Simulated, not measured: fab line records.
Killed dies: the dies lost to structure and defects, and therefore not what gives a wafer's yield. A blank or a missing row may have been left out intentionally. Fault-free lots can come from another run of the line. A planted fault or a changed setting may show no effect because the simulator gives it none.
8D (eight disciplines) problem report, filled in by code -- flow nandHarc -- the parts of the form that need people (team, actions taken, sign-off) are left out

== 1. WHAT IS WRONG ==
Mean of cdNm at NHARC_P_GATE_CD_MEAS_46: 639.1 nm across 9 wafers in 3 lots; on wafers with no fault it is 719.7 nm (standard deviation 1.7). That is -47 standard deviations from the usual mean.
The step: target cd 720 nm.
Earliest sighting: wafer L587.2 on cdSem-03 at day 7 11:09. Wafers with a number at this step in the record: 15, from 5 lots. By rule, "out" or "out of limits" means more than 4 standard deviations away from the usual mean. The rest of the wafers with a number are treated as sound.

== 2. WHAT IT IS; WHAT IT IS NOT ==
question,is,is not
which readings at this step,cdNm,-
which lots,"L587, L588, L592","L585, L597"
which wafers of those lots,all that have a number,-
read on which gauges,"cdSem-01, cdSem-02, cdSem-03",-
when,from day 7 11:09,up to then (3 sound wafers); but 3 sound wafers of L597 came after

== 3. WHAT RULES OUT EACH SUSPECT ==
Counting: a tool stays on the suspect list if, at a process step up to the reading, it processed all lots that are out and no sound lot following the first of them.
- the gauge at NHARC_P_GATE_CD_MEAS_46: ruled out. Those wafers that are out were read across 3 gauges (cdSem-01, cdSem-02, cdSem-03).
- krfScanner-04 at NHARC_P_GATE_EXPOSE_43 (exposes mask P NSD, target cd 720 nm): kept. All lots that are out passed through it, beginning with L587 at day 7 11:00, and no sound lot followed; its final sound lot before that point was L585 at day 6 22:51. Its own exposureDoseMJCm2 readings are out on those wafers.
The count leaves krfScanner-04 at NHARC_P_GATE_EXPOSE_43.

== 4. THE CAUSE (what the simulator had put in) ==
Process parameter drift: krfScanner-04, from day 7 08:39 on, at NHARC_P_GATE_EXPOSE_43. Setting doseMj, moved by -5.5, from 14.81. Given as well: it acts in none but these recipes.
The count eliminated every tool but this one.

== 5. THE EFFECT CHAIN, in route order ==
Each row: a reading where the mean over the struck wafers with a number is more than 3 standard deviations away from the usual. Only readings whose record carries a usual standard deviation are examined. hours: median over the lots of the time between each lot's start at the first step of this table that gives one and its start at this step. sigmas: the change, counted in usual standard deviations.
hours,step,reading,usual,on struck wafers,change,sigmas
0,NHARC_P_GATE_EXPOSE_43,exposureDoseMJCm2,14.811,9.312,-5.499,-99 or more
0,NHARC_P_GATE_CD_MEAS_46,cdNm,719.7 nm,639.1,-80.6,-47
335,NHARC_END_SORT_01,killedAtPeriphery,3.3,16.2,+12.9,+5.0
The process steps in it:
- NHARC_P_GATE_EXPOSE_43: exposes mask P NSD, target cd 720 nm.

== 6. WHAT WOULD HAVE CAUGHT IT SOONER ==
The first out-of-limits reading at a measuring or inspecting step in this record came at day 7 11:09, 2 hours after the fault's start at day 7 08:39.
The tool's own readings at NHARC_P_GATE_EXPOSE_43 were out on every struck wafer that the step has a row for (exposureDoseMJCm2): an alarm limit on them would have fired on the first of those.
Lots out: 3; of these, L588, L592 started NHARC_P_GATE_EXPOSE_43 on krfScanner-04 after day 7 11:09. A hold on the tool at that time would have spared those 2.
